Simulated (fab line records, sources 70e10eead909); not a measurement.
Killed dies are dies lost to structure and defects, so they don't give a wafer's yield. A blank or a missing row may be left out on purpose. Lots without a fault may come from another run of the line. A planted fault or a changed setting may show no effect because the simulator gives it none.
Chamber matching | flow nand_harc | NHARC_A_CONTACT_ETCH_110 on rie_diel-05: 4 sister chambers
The step etches the open film in CF4/O2, target depth 60 nm, overetch 6 nm, time 33 s. 8 wafers are shown with their chamber, then 7 later ones without.

WAFERS WITH THEIR CHAMBER
wafer  | chamber | drypump_motor_current_A (A) | showerhead_plenum_p_Torr (Torr)
L357.2 | 3       | 5.4                         | 1.30
L359.5 | 3       | 5.4                         | 1.30
L359.6 | 0       | 6.0                         | 1.44
L365.1 | 2       | 5.1                         | 1.24
L365.5 | 2       | 5.2                         | 1.24
L365.6 | 1       | 6.2                         | 1.44
L374.2 | 1       | 6.2                         | 1.43
L374.4 | 0       | 6.0                         | 1.43

WAFERS WITHOUT THEIR CHAMBER
wafer  | drypump_motor_current_A (A) | showerhead_plenum_p_Torr (Torr)
L374.6 | 6.2                         | 1.43
L375.2 | 6.0                         | 1.43
L375.3 | 6.2                         | 1.43
L375.5 | 5.1                         | 1.24
L377.2 | 6.2                         | 1.43
L377.4 | 5.1                         | 1.24
L377.6 | 6.2                         | 1.43

WHICH CHAMBER EACH WENT THROUGH
wafer  | from the rows above | in truth
L374.6 | 1                   | 1
L375.2 | 0                   | 0
L375.3 | 1                   | 1
L375.5 | 2                   | 2
L377.2 | 1                   | 1
L377.4 | 2                   | 2
L377.6 | 1                   | 1
Placed correctly: 7 of 7. Can't be placed from these rows: 0. Placed wrongly: 0.
How it was worked out, from the rows above alone: a wafer's distance from a chamber is the root of the sum, over the readings, of the square of ((its reading less the chamber's mean) divided by the reading's scatter). The wafer belongs to the nearest chamber; if the next one is less than 2 further off, it can't be placed. A chamber's mean is the mean of its shown wafers. The scatter: the root of (the sum of the squares of (reading less its chamber's mean) over the shown wafers, divided by (wafers less chambers)).
